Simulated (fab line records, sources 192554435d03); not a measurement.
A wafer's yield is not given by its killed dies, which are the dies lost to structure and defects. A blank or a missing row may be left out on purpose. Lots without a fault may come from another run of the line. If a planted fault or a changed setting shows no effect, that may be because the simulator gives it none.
Split-lot study -- flow n5Finfet -- on a route of 1938 steps: 7 lots, 21 wafers read

== SPLIT DETAILS ==
At N5_BEOL_M2_ETCH_70 (etches SOC in N2/H2, target depth 80 nm, overetch 24 nm, time 130 s), the setting biasW was moved away from the recipe's 150 W on 10 of the 21 wafers read, by -14.1% to +9.8%. For the rest of the wafers, this setting stayed at what the recipe calls for.

The reading comes from the split's own step.

== THE READING ==
rfVppV, in V, at N5_BEOL_M2_ETCH_70 (etches SOC in N2/H2, target depth 80 nm, overetch 24 nm, time 130 s). On this fab line, fault-free wafers typically give 523.9 V with a standard deviation of 2.6 V.

wafer,"tool, chamber at the split","biasW as run, W",against the recipe,"rfVppV, V",against lot-mates on the recipe
L076.1,"rieDiel-06, 2",163.6,+9.1%,555.6,+33.0
L076.4,"rieDiel-06, 1",150,recipe,522.6,-
L076.6,"rieDiel-06, 0",163.6,+9.1%,556.8,+34.2
L081.1,"rieDiel-02, 3",150,recipe,523.1,-
L081.2,"rieDiel-02, 1",130.8,-12.8%,478.3,-44.8
L081.3,"rieDiel-02, 0",130.8,-12.8%,483.9,-39.2
L083.1,"rieDiel-02, 2",128.9,-14.1%,476.7,-46.8
L083.4,"rieDiel-02, 1",150,recipe,521.9,-
L083.5,"rieDiel-02, 2",150,recipe,525.0,-
L088.1,"rieDiel-02, 3",132.9,-11.4%,484.1,-36.5
L088.2,"rieDiel-02, 1",150,recipe,520.6,-
L088.3,"rieDiel-02, 0",132.9,-11.4%,489.2,-31.4
L089.3,"rieDiel-01, 3",150,recipe,521.4,-
L089.4,"rieDiel-01, 2",141.8,-5.5%,507.0,-14.5
L089.6,"rieDiel-01, 3",150,recipe,521.7,-
L096.1,"rieDiel-06, 3",150,recipe,521.1,-
L096.4,"rieDiel-06, 0",150,recipe,526.7,-
L096.6,"rieDiel-06, 1",150,recipe,521.5,-
L097.3,"rieDiel-01, 2",150,recipe,525.9,-
L097.4,"rieDiel-01, 1",164.7,+9.8%,550.4,+24.5
L097.6,"rieDiel-01, 3",164.7,+9.8%,553.9,+28.0

THE FIT
A straight line over all 21 wafers: rfVppV changes by +3.26 V for each +1% of biasW; r = +0.99; the points scatter about the line by 2.6 V.
The same after taking each lot's own level away (the mean of its wafers on the recipe; 21 wafers): +3.17 V for each +1%; r = +0.99; scatter 3.1 V.
The reading moves by 45 V for the largest change in biasW, on that fit.
The span of the lots' own levels, 520.60 to 525.90 V, comes to 2.0 times the standard deviation stated above.
Consequently the slope shifts little with the lot-to-lot level, the two slopes agreeing.
Check: -43.9 V against its lot-mates is what the line predicts for one of the wafers moved furthest among these (-14.1%) when that wafer is left out of the fit. It came out at -46.8 V against them.
Tool readings at the split's step, against how far the setting was moved: rfVppV r = +0.99.

== THE OTHER SPLITS THESE WAFERS WENT THROUGH ==
These wafers also went through other splits before the reading. Each is held against what the fit with the lots' levels taken away leaves over:
other split on the same wafers,wafers away from the commonest value,r with rfVppV (lot level and that fit taken away)
N5_MOL_CONTACT_COAG_COAT_64 spinRpm,8,-0.48
N5_BEOL_M0_SAQP_PECVD_03 timeS,5,+0.02
N5_BEOL_M0_SAQP_EXPOSE_11 doseMj,5,-0.13
N5_BEOL_M0_ETCH_109 biasW,9,-0.31
N5_BEOL_M1_COAT_62 spinRpm,6,+0.06
N5_BEOL_M1_COAT_73 spinRpm,7,+0.22
N5_BEOL_M2_ALD_98 aldCycles,6,+0.47

== THE WHOLE CHAIN: every reading that the file lists as answering this split, in the file's order ==
step,what it does,reading,change (the file's fit),r (the file's)
N5_BEOL_M2_ETCH_70,"etches SOC in N2/H2, target depth 80 nm, overetch 24 nm, time 130 s",rfVppV,+3.18 V for each +1% of the setting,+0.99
N5_BEOL_M2_ETCH_70,"etches SOC in N2/H2, target depth 80 nm, overetch 24 nm, time 130 s","SiARC_of_BEOL_M2_COAT_68.thkNm (the simulator's own value, which no gauge read)",-0.0771 nm for each +1% of the setting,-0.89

== THE FILE'S OWN FIT ==
rfVppV changes by +3.18 V for each +1% of biasW, r = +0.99.
